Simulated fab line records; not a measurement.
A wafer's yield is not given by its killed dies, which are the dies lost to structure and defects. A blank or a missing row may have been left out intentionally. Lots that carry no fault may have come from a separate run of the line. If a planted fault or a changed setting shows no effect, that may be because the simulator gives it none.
fab line records + flow n5-finfet
[record]
- lots = 10
- wafers = 30
- last-day = 20
route steps=1938 shown BEOL_M7@1263 PASSIVATION@1936
lots that met no fault: taken from a fault-free run of the same line
start-h: hours from the record's first day to the start of the lot's first wafer shown + wait-h: time in hours since the lot's previous step + " identical to the entry in the row above + L1.1+2: a single row standing in for several wafers + - either no value or no given start + * or withheld: withheld + < > ~ a bound
route shown NAME@n: names a module that has steps shown in the file, with the first one's number in the route + usual: the fault-free wafers' mean and standard deviation + same: alike in all rows + chamber/n: place in a boat + sites: readings site by site + _std_site: standard deviation across them + _edge_site: inner sites' mean taken away from outer sites' mean + radius-mm: how far each site lies from the wafer's centre + mask NAME#n: copy n + behind: the last tool/chamber to shape the wafer + hold: the reason the lot was held/the length of the hold in hours/how it ended + device: the transistor (n, p or np) that didn't switch + end of line: the same wafers' tests at the end of the route + where a step has no rows: the recipe by itself + killed: dies that structure and defects cost at the first sort, which is not the same as the wafer's yield + map: dies across one wafer; x = killed, . = not, _ = none there
set.NAME: the setting as run; set.NAME@STEP: as run at that earlier step + model.NAME: the simulator's own value behind a step, which no gauge read
route steps across a sampled set of lots; one table per step, one row per wafer
services: a tool's chamber out of use, with start hour (start-h, from the record's first day; less than 0 if before it), hours out, and reason
[[steps]]
[step N5_BEOL_M7_ILD_DEP_00]
[recipe]
- material = SiCOH_lowk
- target-thk-a = 1797.5
- temp-c = 300
- precursor = DEMS/porogen
- pressure-torr = 5
- rf-w = 500
- time-s = 33.4
[usual]
- chamber-pressure-Torr = 5.000/0.0099
- heater-power-w = 329/36
- showerhead-plenum-p-Torr = 5.733/0.016
- showerhead-vpp-V = 1390/48
- throttle-valve-pct = 13.9/0.93
| lot.wafer | tool     | chamber | start-h | wait-h | chamber-pressure-Torr | heater-power-w | showerhead-plenum-p-Torr | showerhead-vpp-V | throttle-valve-pct |
|-----------|----------|---------|---------|--------|-----------------------|----------------|--------------------------|------------------|--------------------|
| L405.3    | pecvd-04 | 1       | 258.08  | 0.0    | 4.993                 | 267            | 5.755                    | 1334             | 15.6               |
| L405.4    | "        | 2       | "       | "      | 5.018                 | 336            | 5.747                    | 1374             | 13.1               |
| L405.6    | "        | 0       | "       | "      | 4.996                 | 355            | 5.732                    | 1400             | 13.5               |
| L407.1    | pecvd-03 | 1       | 273.06  | 0.0    | 4.982                 | 321            | 5.729                    | 1383             | 14.7               |
| L407.4    | "        | 2       | "       | "      | 5.007                 | 338            | 5.725                    | 1503             | 12.5               |
| L407.6    | "        | 1       | "       | "      | 4.992                 | 317            | 5.756                    | 1387             | 14.7               |
| L410.2    | pecvd-03 | 0       | 296.95  | 0.0    | 4.998                 | 312            | 5.745                    | 1343             | 13.6               |
| L410.3    | "        | 1       | "       | "      | 5.019                 | 267            | 5.740                    | 1402             | 14.5               |
| L410.4    | "        | 2       | "       | "      | 4.990                 | 362            | 5.726                    | 1462             | 12.7               |
| L409.2    | pecvd-03 | 0       | 302.33  | 0.0    | 4.999                 | 316            | 5.732                    | 1353             | 13.7               |
| L409.4    | "        | 1       | "       | "      | 5.006                 | 293            | 5.740                    | 1385             | 14.8               |
| L409.6    | "        | 2       | "       | "      | 4.988                 | 317            | 5.717                    | 1471             | 12.2               |
| L417.3    | pecvd-03 | 0       | 319.91  | 0.0    | 5.000                 | 350            | 5.747                    | 1359             | 13.8               |
| L417.4    | "        | 2       | "       | "      | 4.991                 | 364            | 5.709                    | 1490             | 12.2               |
| L417.5    | "        | 0       | "       | "      | 5.007                 | 361            | 5.746                    | 1377             | 13.9               |
| L415.2    | pecvd-03 | 2       | 331.40  | 0.0    | 4.991                 | 294            | 5.724                    | 1475             | 12.4               |
| L415.4    | "        | 2       | "       | "      | 5.002                 | 315            | 5.728                    | 1474             | 12.6               |
| L415.5    | "        | 1       | "       | "      | 4.983                 | 311            | 5.740                    | 1399             | 14.7               |
| L419.3    | pecvd-04 | 1       | 339.14  | 0.0    | 5.003                 | 277            | 5.736                    | 1337             | 15.5               |
| L419.5    | "        | 1       | "       | "      | 5.021                 | 282            | 5.753                    | 1358             | 15.7               |
| L419.6    | "        | 0       | "       | "      | 5.000                 | 401            | 5.731                    | 1393             | 13.3               |
| L422.1    | pecvd-01 | 2       | 347.45  | 0.0    | 4.997                 | 383            | 5.707                    | 1379             | 13.1               |
| L422.2    | "        | 1       | "       | "      | 5.001                 | 402            | 5.761                    | 1409             | 14.2               |
| L422.4    | "        | 0       | "       | "      | 4.994                 | 280            | 5.713                    | 1337             | 14.6               |
| L427.2    | pecvd-03 | 0       | 393.72  | 0.0    | 4.992                 | 362            | 5.739                    | 1369             | 13.8               |
| L427.3    | "        | 2       | "       | "      | 4.996                 | 371            | 5.716                    | 1511             | 12.4               |
| L427.4    | "        | 2       | "       | "      | 4.996                 | 371            | 5.718                    | 1472             | 12.8               |
| L428.1    | pecvd-04 | 1       | 395.22  | 0.0    | 4.991                 | 318            | 5.744                    | 1347             | 15.6               |
| L428.2    | "        | 0       | "       | "      | 4.998                 | 370            | 5.742                    | 1404             | 13.4               |
| L428.4    | "        | 1       | "       | "      | 4.994                 | 314            | 5.767                    | 1341             | 15.5               |
[step N5_BEOL_M7_INSPECT_13]
[recipe]
- mode = adi
- inspect-instrument = brightfield
[usual]
- raw-defect-count = 413/100
| lot.wafer | tool              | chamber | start-h | wait-h | raw-defect-count |
|-----------|-------------------|---------|---------|--------|------------------|
| L405.3    | defect-inspect-01 | -       | 260.05  | 0.0    | 257              |
| L405.4    | "                 | -       | "       | "      | 249              |
| L405.6    | "                 | -       | "       | "      | 265              |
| L407.1    | defect-inspect-01 | -       | 274.71  | 0.0    | 450              |
| L407.4    | "                 | -       | "       | "      | 417              |
| L407.6    | "                 | -       | "       | "      | 432              |
| L410.2    | defect-inspect-02 | -       | 300.09  | 0.0    | 339              |
| L410.3    | "                 | -       | "       | "      | 430              |
| L410.4    | "                 | -       | "       | "      | 347              |
| L409.2    | defect-inspect-02 | -       | 304.29  | 0.0    | 336              |
| L409.4    | "                 | -       | "       | "      | 375              |
| L409.6    | "                 | -       | "       | "      | 389              |
| L417.3    | defect-inspect-01 | -       | 323.41  | 0.0    | 276              |
| L417.4    | "                 | -       | "       | "      | 406              |
| L417.5    | "                 | -       | "       | "      | 273              |
| L415.2    | defect-inspect-01 | -       | 333.24  | 0.0    | 494              |
| L415.4    | "                 | -       | "       | "      | 354              |
| L415.5    | "                 | -       | "       | "      | 522              |
| L419.3    | defect-inspect-01 | -       | 342.04  | 0.0    | 489              |
| L419.5    | "                 | -       | "       | "      | 441              |
| L419.6    | "                 | -       | "       | "      | 506              |
| L422.1    | defect-inspect-01 | -       | 348.67  | 0.0    | 595              |
| L422.2    | "                 | -       | "       | "      | 594              |
| L422.4    | "                 | -       | "       | "      | 717              |
| L427.2    | defect-inspect-02 | -       | 396.27  | 0.0    | 718              |
| L427.3    | "                 | -       | "       | "      | 446              |
| L427.4    | "                 | -       | "       | "      | 448              |
| L428.1    | defect-inspect-01 | -       | 396.63  | 0.0    | 404              |
| L428.2    | "                 | -       | "       | "      | 386              |
| L428.4    | "                 | -       | "       | "      | 377              |
[step N5_BEOL_M7_HM_OPEN_17]
[recipe]
- chemistry = Cl2/BCl3
- target-depth-a = 200
- overetch-a = 60
- target = TiN
- mask-material = SOC
- ion-energy-ev = 150
- pressure-mtorr = 10
- icp-w = 1000
- bias-w = 126
- Cl2_flow_sccm = 53.25
- bcl3-flow-sccm = 21.75
- Ar_flow_sccm = 25
[usual]
- drypump-motor-current-A = 5.7/0.43
- he-backside-leak-sccm = 3.44/0.16
- oes_ar_750_au = 0.82/0.084
- oes-product-au = 0.68/0.07
- throttle-valve-pct = 22.07/0.26
| lot.wafer | tool         | chamber | start-h | wait-h | drypump-motor-current-A | he-backside-leak-sccm | oes_ar_750_au | oes-product-au | rf-hours-counter-h | throttle-valve-pct |
|-----------|--------------|---------|---------|--------|-------------------------|-----------------------|---------------|----------------|--------------------|--------------------|
| L405.3    | rie-metal-02 | 1       | 260.42  | 0.1    | 6.0                     | 3.49                  | 0.98          | 0.81           | -                  | 22.28              |
| L405.4    | "            | 0       | "       | "      | 6.2                     | 3.73                  | 0.71          | 0.59           | -                  | 22.60              |
| L405.6    | "            | 1       | "       | "      | 6.0                     | 3.55                  | 0.98          | 0.81           | -                  | 22.28              |
| L407.1    | rie-metal-03 | 0       | 275.02  | 0.0    | 5.8                     | 3.50                  | 0.78          | 0.64           | 48                 | 21.85              |
| L407.4    | "            | 1       | "       | "      | 5.6                     | 3.46                  | 0.69          | 0.63           | -                  | 22.14              |
| L407.6    | "            | 0       | "       | "      | 5.7                     | 3.45                  | 0.78          | 0.64           | -                  | 21.84              |
| L410.2    | rie-metal-01 | 1       | 300.40  | 0.0    | 5.9                     | 3.47                  | 0.91          | 0.76           | 8                  | 21.75              |
| L410.3    | "            | 0       | "       | "      | 5.0                     | 3.33                  | 0.82          | 0.64           | -                  | 22.08              |
| L410.4    | "            | 1       | "       | "      | 5.9                     | 3.42                  | 0.90          | 0.77           | -                  | 21.75              |
| L409.2    | rie-metal-03 | 0       | 304.63  | 0.0    | 5.7                     | 3.50                  | 0.77          | 0.63           | 50                 | 21.86              |
| L409.4    | "            | 1       | "       | "      | 5.6                     | 3.36                  | 0.69          | 0.63           | -                  | 22.14              |
| L409.6    | "            | 1       | "       | "      | 5.6                     | 3.26                  | 0.70          | 0.62           | -                  | 22.15              |
| L417.3    | rie-metal-01 | 0       | 324.30  | 0.1    | 5.0                     | 3.24                  | 0.82          | 0.64           | -                  | 22.12              |
| L417.4    | "            | 1       | "       | "      | 5.9                     | 3.41                  | 0.89          | 0.75           | -                  | 21.75              |
| L417.5    | "            | 1       | "       | "      | 5.9                     | 3.47                  | 0.88          | 0.75           | -                  | 21.79              |
| L415.2    | rie-metal-01 | 0       | 333.58  | 0.0    | 5.0                     | 3.34                  | 0.81          | 0.64           | 50                 | 22.09              |
| L415.4    | "            | 1       | "       | "      | 5.9                     | 3.64                  | 0.88          | 0.75           | -                  | 21.80              |
| L415.5    | "            | 1       | "       | "      | 5.9                     | 3.56                  | 0.88          | 0.75           | -                  | 21.77              |
| L419.3    | rie-metal-02 | 1       | 342.48  | 0.1    | 6.0                     | 3.35                  | 0.91          | 0.74           | -                  | 22.32              |
| L419.5    | "            | 1       | "       | "      | 6.0                     | 3.46                  | 0.91          | 0.75           | -                  | 22.33              |
| L419.6    | "            | 1       | "       | "      | 6.1                     | 3.44                  | 0.92          | 0.75           | -                  | 22.30              |
| L422.1    | rie-metal-03 | 1       | 348.98  | 0.0    | 5.7                     | 3.38                  | 0.68          | 0.61           | 74                 | 22.19              |
| L422.2    | "            | 0       | "       | "      | 5.7                     | 3.31                  | 0.77          | 0.62           | 55                 | 21.88              |
| L422.4    | "            | 1       | "       | "      | 5.6                     | 3.30                  | 0.68          | 0.61           | -                  | 22.17              |
| L427.2    | rie-metal-02 | 0       | 396.58  | 0.0    | 6.2                     | 3.63                  | 0.69          | 0.58           | 91                 | 22.64              |
| L427.3    | "            | 1       | "       | "      | 6.0                     | 3.68                  | 0.89          | 0.73           | -                  | 22.33              |
| L427.4    | "            | 0       | "       | "      | 6.1                     | 3.85                  | 0.68          | 0.58           | -                  | 22.64              |
| L428.1    | rie-metal-01 | 0       | 396.94  | 0.0    | 5.0                     | 3.23                  | 0.79          | 0.63           | 55                 | 22.11              |
| L428.2    | "            | 1       | "       | "      | 5.9                     | 3.67                  | 0.86          | 0.74           | 17                 | 21.76              |
| L428.4    | "            | 0       | "       | "      | 5.0                     | 3.30                  | 0.80          | 0.63           | -                  | 22.10              |
[step N5_BEOL_M7_STRIP_19]
[recipe]
- chemistry = O2
- power-w = 400
- temp-c = 40
- pressure-mtorr = 30
- rf-frequency-hz = 6e+07
- bias-power-w = 0
- overash-fraction = 0.2
- o2-flow-sccm = 225
[usual]
- chamber-pressure-mTorr = 30.00/0.032
- drypump-motor-current-A = 5.7/0.39
- oes-product-au = 0.83/0.085
- rf-vpp-V = 3.7/0.56
- showerhead-plenum-p-Torr = 2.10/0.074
- throttle-valve-pct = 16.54/0.23
| lot.wafer | tool        | chamber | start-h | wait-h | chamber-pressure-mTorr | drypump-motor-current-A | oes-product-au | rf-hours-counter-h | rf-vpp-V | showerhead-plenum-p-Torr | throttle-valve-pct |
|-----------|-------------|---------|---------|--------|------------------------|-------------------------|----------------|--------------------|----------|--------------------------|--------------------|
| L405.3    | rie-diel-03 | 2       | 260.51  | 0.1    | 29.98                  | 6.2                     | 0.83           | 78                 | 3.6      | 2.20                     | 16.45              |
| L405.4    | "           | 0       | "       | "      | 30.00                  | 6.1                     | 0.80           | 137                | 3.1      | 2.13                     | 16.50              |
| L405.6    | "           | 1       | "       | "      | 30.03                  | 5.8                     | 0.70           | -                  | 2.8      | 2.17                     | 17.31              |
| L407.1    | rie-diel-06 | 3       | 275.13  | 0.1    | 30.00                  | 5.4                     | 0.87           | 54                 | 3.7      | 2.01                     | 16.42              |
| L407.4    | "           | 2       | "       | "      | 30.01                  | 5.2                     | 0.84           | -                  | 4.0      | 2.11                     | 16.18              |
| L407.6    | "           | 3       | "       | "      | 30.00                  | 5.3                     | 0.87           | -                  | 3.9      | 2.01                     | 16.45              |
| L410.2    | rie-diel-02 | 2       | 300.53  | 0.1    | 30.03                  | 5.7                     | 0.73           | 174                | 2.9      | 1.92                     | 16.79              |
| L410.3    | "           | 3       | "       | "      | 30.04                  | 5.9                     | 0.73           | 206                | 3.8      | 2.19                     | 16.87              |
| L410.4    | "           | 1       | "       | "      | 29.98                  | 5.4                     | 0.75           | 159                | 4.3      | 2.02                     | 16.53              |
| L409.2    | rie-diel-06 | 2       | 304.99  | 0.3    | 30.03                  | 5.2                     | 0.83           | 61                 | 4.0      | 2.11                     | 16.18              |
| L409.4    | "           | 3       | "       | "      | 30.01                  | 5.4                     | 0.86           | 66                 | 3.6      | 2.01                     | 16.44              |
| L409.6    | "           | 1       | "       | "      | 39.05                  | 5.5                     | 1.03           | -                  | 3.4      | 2.14                     | 16.26              |
| L417.3    | rie-diel-06 | 0       | 324.38  | 0.1    | 30.06                  | 6.3                     | 0.77           | 131                | 4.2      | 2.10                     | 16.55              |
| L417.4    | "           | 1       | "       | "      | 38.96                  | 5.5                     | 0.98           | 8                  | 3.6      | 2.14                     | 16.31              |
| L417.5    | "           | 0       | "       | "      | 30.02                  | 6.2                     | 0.76           | -                  | 4.7      | 2.10                     | 16.57              |
| L415.2    | rie-diel-06 | 3       | 333.69  | 0.1    | 30.03                  | 5.4                     | 0.85           | 74                 | 4.3      | 2.00                     | 16.46              |
| L415.4    | "           | 1       | "       | "      | 39.03                  | 5.5                     | 0.98           | 12                 | 4.5      | 2.14                     | 16.30              |
| L415.5    | "           | 1       | "       | "      | 39.08                  | 5.4                     | 0.99           | -                  | 3.7      | 2.14                     | 16.28              |
| L419.3    | rie-diel-02 | 2       | 342.62  | 0.1    | 30.07                  | 5.7                     | 0.74           | 187                | 3.0      | 1.92                     | 16.82              |
| L419.5    | "           | 1       | "       | "      | 30.00                  | 5.4                     | 0.73           | -                  | 4.1      | 2.01                     | 16.59              |
| L419.6    | "           | 0       | "       | "      | 30.05                  | 5.8                     | 0.92           | -                  | 3.0      | 2.07                     | 16.68              |
| L422.1    | rie-diel-02 | 1       | 349.10  | 0.1    | 29.99                  | 5.4                     | 0.73           | 175                | 3.7      | 2.01                     | 16.61              |
| L422.2    | "           | 0       | "       | "      | 30.00                  | 5.8                     | 0.92           | 33                 | 3.3      | 2.07                     | 16.66              |
| L422.4    | "           | 3       | "       | "      | 30.03                  | 5.9                     | 0.71           | 221                | 4.1      | 2.18                     | 16.89              |
| L427.2    | rie-diel-03 | 3       | 396.69  | 0.1    | 29.98                  | 5.2                     | 0.81           | 95                 | 3.4      | 2.17                     | 16.45              |
| L427.3    | "           | 2       | "       | "      | 30.02                  | 6.2                     | 0.79           | 125                | 4.1      | 2.18                     | 16.53              |
| L427.4    | "           | 0       | "       | "      | 29.96                  | 6.1                     | 0.75           | 177                | 3.9      | 2.11                     | 16.58              |
| L428.1    | rie-diel-06 | 0       | 397.05  | 0.1    | 30.04                  | 6.3                     | 0.75           | 152                | 4.5      | 2.10                     | 16.62              |
| L428.2    | "           | 2       | "       | "      | 30.03                  | 5.2                     | 0.80           | 86                 | 3.9      | 2.10                     | 16.26              |
| L428.4    | "           | 1       | "       | "      | 29.97                  | 5.5                     | 0.96           | 28                 | 3.7      | 2.14                     | 16.32              |
[step N5_PASSIVATION_PROBE_49]
[usual]
- defect-limited-yield = 91.4/1.4
- killed_at_M0_to_M3 = 34/9.1
- killed_at_M4_up = 14/5.2
- killed-at-contacts = 12/6.4
- killed-at-front-end = 38/11
- killed-at-other = 3.7/2.8
- killed-dies = 102/17
- killed-on-rim = 14/3.9
- killed-open = 68/13
- killed-short = 32/7.8
- sort_bin_4_leakage = 0.05/0.3
- sort_bin_5_function = 5.1/1
- sort_bin_6_memory = 3.2/0.66
- sort-n-pass = 1076/19
- sort-yield-pct = 91.2/1.6
[same]
- gross-dies = 1180
- killed-at-back-side = 0
- sort_bin_8_speed[%] = 0
| lot.wafer | tool      | chamber | start-h | wait-h | defect-limited-yield[%] | killed_at_M0_to_M3 | killed_at_M4_up | killed-at-contacts | killed-at-front-end | killed-at-other | killed-dies | killed-on-rim | killed-open | killed-short | sort_bin_4_leakage[%] | sort_bin_5_function[%] | sort_bin_6_memory[%] | sort-n-pass | sort-yield-pct[%] |
|-----------|-----------|---------|---------|--------|-------------------------|--------------------|-----------------|--------------------|---------------------|-----------------|-------------|---------------|-------------|--------------|-----------------------|------------------------|----------------------|-------------|-------------------|
| L405.3    | prober-01 | -       | 337.17  | 0.1    | 91.1                    | 46                 | 10              | 9                  | 38                  | 2               | 105         | 18            | 73          | 31           | 0                     | 6.0                    | 2.7                  | 1075        | 91.1              |
| L405.4    | prober-01 | -       | 337.22  | 0.2    | 91.6                    | 25                 | 19              | 9                  | 39                  | 7               | 99          | 12            | 65          | 32           | 0                     | 5.3                    | 2.8                  | 1081        | 91.6              |
| L405.6    | prober-01 | -       | 337.32  | 0.3    | 92.5                    | 37                 | 12              | 12                 | 26                  | 2               | 89          | 13            | 65          | 24           | 0                     | 4.6                    | 2.8                  | 1091        | 92.5              |
| L417.5    | prober-01 | -       | 405.44  | 0.2    | 92.2                    | 38                 | 10              | 9                  | 33                  | 2               | 92          | 9             | 56          | 34           | 0                     | 4.2                    | 3.3                  | 1088        | 92.2              |
| L415.2    | prober-02 | -       | 419.54  | 0.1    | 91.4                    | 37                 | 8               | 17                 | 33                  | 6               | 101         | 17            | 65          | 33           | 0                     | 4.7                    | 3.4                  | 1079        | 91.4              |
| L415.4    | prober-02 | -       | 419.64  | 0.2    | 90.6                    | 33                 | 15              | 12                 | 46                  | 5               | 111         | 14            | 76          | 32           | 0                     | 5.5                    | 3.9                  | 1069        | 90.6              |
| L415.5    | prober-02 | -       | 419.69  | 0.2    | 92.6                    | 24                 | 11              | 6                  | 40                  | 6               | 87          | 10            | 63          | 24           | 0                     | 4.1                    | 3.1                  | 1093        | 92.6              |
// killed by level:class
L405.3 BEOL_M2:geometric-particle:open=13 DUMMY_GATE:geometric-particle:open=10 BEOL_M3:geometric-particle:open=9 BEOL_M0_SAQP:geometric-particle:short=9 BEOL_M0_SAQP:geometric-particle:open=8 MOL_CONTACT_COAG:geometric-particle:open=7 FIN_SAQP:geometric-particle:short=5 DUMMY_GATE:geometric-particle:short=4
L405.4 FIN_SAQP:geometric-particle:short=10 BEOL_M4:geometric-particle:open=9 DUMMY_GATE:geometric-particle:open=8 MOL_CONTACT_COAG:geometric-particle:open=7 BEOL_M0_SAQP:geometric-particle:open=7 FIN_SAQP:geometric-particle:open=6 BEOL_M2:geometric-particle:open=4 BEOL_M3:geometric-particle:open=4
L405.6 BEOL_M2:geometric-particle:open=15 MOL_CONTACT_COAG:geometric-particle:open=11 BEOL_M4:geometric-particle:open=7 BEOL_M0_SAQP:geometric-particle:short=5 BEOL_M3:geometric-particle:open=5 STARTING-WAFER:geometric-particle:short=5 DUMMY_GATE:geometric-particle:open=4 BEOL_M0_SAQP:geometric-particle:open=4
L417.5 BEOL_M2:geometric-particle:open=9 MOL_CONTACT_COAG:geometric-particle:open=8 BEOL_M0_SAQP:geometric-particle:open=8 BEOL_M1:geometric-particle:open=8 BEOL_M0_SAQP:geometric-particle:short=6 FIN_SAQP:geometric-particle:open=5 GATE_CUT:geometric-particle:short=4 STARTING-WAFER:geometric-particle:short=4
L415.2 BEOL_M2:geometric-particle:open=15 MOL_CONTACT_COAG:geometric-particle:open=12 FIN_SAQP:geometric-particle:open=7 BEOL_M0_SAQP:geometric-particle:open=7 STI_FIN_REVEAL:geometric-particle:open=5 BEOL_M0_SAQP:geometric-particle:short=5 BEOL_M3:geometric-particle:open=5 FIN_SAQP:geometric-particle:short=4
L415.4 FIN_SAQP:geometric-particle:open=20 BEOL_M2:geometric-particle:open=12 MOL_CONTACT_COAG:geometric-particle:open=8 BEOL_M4:geometric-particle:open=7 STI_FIN_REVEAL:geometric-particle:open=6 BEOL_M3:geometric-particle:open=6 BEOL_M0_SAQP:geometric-particle:short=5 FIN_SAQP:geometric-particle:short=4
L415.5 STI_FIN_REVEAL:geometric-particle:open=12 BEOL_M2:geometric-particle:open=7 FIN_SAQP:geometric-particle:short=6 GATE_CUT:geometric-particle:short=5 MOL_CONTACT_COAG:geometric-particle:open=5 FIN_SAQP:geometric-particle:open=4 BEOL_M0_SAQP:geometric-particle:open=4 BEOL_M1:geometric-particle:open=4
[[services]]
| tool         | chamber | start-h | hours | kind                          |
|--------------|---------|---------|-------|-------------------------------|
| rie-diel-02  | 0       | 235.97  | -     | clean                         |
| rie-diel-02  | 0       | 235.97  | -     | consumable-replace:focus-ring |
| rie-diel-02  | 0       | 235.97  | 14.4  | scheduled-down                |
| rie-diel-02  | 0       | 235.97  | 14.4  | vent-cycle                    |
| pecvd-03     | 2       | 238.13  | 4.2   | repair                        |
| pecvd-04     | -       | 242.72  | 14.6  | pm                            |
| pecvd-03     | 0       | 248.51  | 5.5   | scheduled-down                |
| rie-metal-03 | -       | 249.34  | 0.5   | repair                        |
| pecvd-03     | -       | 251.82  | 0.4   | repair                        |
| rie-diel-06  | 1       | 270.24  | -     | clean                         |
| rie-diel-06  | 1       | 270.24  | -     | consumable-replace:focus-ring |
| rie-diel-06  | 1       | 270.24  | 24.8  | scheduled-down                |
| rie-diel-06  | 1       | 270.24  | 24.8  | vent-cycle                    |
| rie-metal-02 | 0       | 280.06  | 1.3   | repair                        |
| pecvd-03     | 0       | 283.05  | 2.1   | scheduled-down                |
| rie-diel-03  | 1       | 291.62  | -     | clean                         |
| pecvd-04     | 0       | 310.70  | 5.5   | scheduled-down                |
| rie-metal-03 | -       | 319.56  | 0.5   | repair                        |
| rie-diel-03  | 1       | 329.37  | 6.6   | repair                        |
| rie-metal-02 | -       | 338.13  | 0.9   | repair                        |
| rie-diel-03  | 1       | 340.94  | 8.2   | repair                        |
| rie-diel-03  | 0       | 353.27  | 4.3   | repair                        |
| pecvd-04     | 0       | 377.57  | 5.4   | repair                        |
| rie-diel-02  | 0       | 384.42  | 8.9   | repair                        |
[[key]]
[first-sign]
- step = N5_BEOL_M7_STRIP_19
- reading = chamber-pressure-mTorr
- direction = up
- sigmas = 99+
- usual = *
- struck = *
effect none on later readings
met-at N5_BEOL_M7_STRIP_19
struck-lots L409,L415,L417
struck-wafers L409.6,L415.4,L415.5,L417.4
not-acting-at N5_BEOL_M7_ILD_DEP_00,N5_BEOL_M7_INSPECT_13,N5_BEOL_M7_HM_OPEN_17
[fault]
- kind = process-parameter-drift
- tool = rie-diel-06
- chamber = 1
- onset-h = 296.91
- steps = N5_BEOL_M7_STRIP_19
- channel = pressure-mtorr
- offset = *
- shape = step
- end-h = 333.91
- acts-in = *
- stated = *
